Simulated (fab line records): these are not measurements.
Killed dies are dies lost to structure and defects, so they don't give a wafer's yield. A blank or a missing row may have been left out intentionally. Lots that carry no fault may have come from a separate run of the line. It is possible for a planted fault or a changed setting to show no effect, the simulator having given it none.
Chamber matching	flow n5 finfet	4 sister chambers for N5_DUMMY_REMOVAL_HM_STRIP_01 on rie diel-01
The step strips SiNx in CH3F/O2, stops on poly-Si, target depth 4 nm, time 6.8 s. 7 wafers are shown with their chamber, then 7 later ones without.

## EACH WAFER AND ITS CHAMBER
wafer	chamber	drypump motor current A (A)	showerhead plenum p Torr (Torr)
L086.1	3	4.7	1.93
L086.6	2	4.9	1.95
L087.1	0	5.8	2.10
L087.2	1	5.8	1.92
L087.3	3	4.7	1.93
L088.1	2	5.0	1.95
L088.4	0	5.8	2.09

## WAFERS WITHOUT THEIR CHAMBER
wafer	drypump motor current A (A)	showerhead plenum p Torr (Torr)
L088.5	5.0	1.95
L089.1	4.9	1.95
L089.3	5.8	2.09
L089.6	5.8	2.09
L094.1	5.8	2.09
L094.4	4.6	1.93
L094.6	4.7	1.93

## CHAMBER TAKEN BY EACH
wafer	from the rows above	in truth
L088.5	2	2
L089.1	2	2
L089.3	0	0
L089.6	0	0
L094.1	0	0
L094.4	3	3
L094.6	3	3
Correctly placed: 7 of 7. From these rows, 0 cannot be placed. 0 placed wrongly.
How it was worked out, from the rows above alone: a wafer's distance from a chamber is the root of the sum, over the readings, of the square of ((its reading less the chamber's mean) divided by the reading's scatter). If the next closest chamber is less than 2 further off than the closest, the wafer can't be placed; otherwise it belongs to the closest. For every chamber, the mean is computed from those of its wafers that are shown. The scatter: the root of (the sum of the squares of (reading less its chamber's mean) over the shown wafers, divided by (wafers less chambers)).
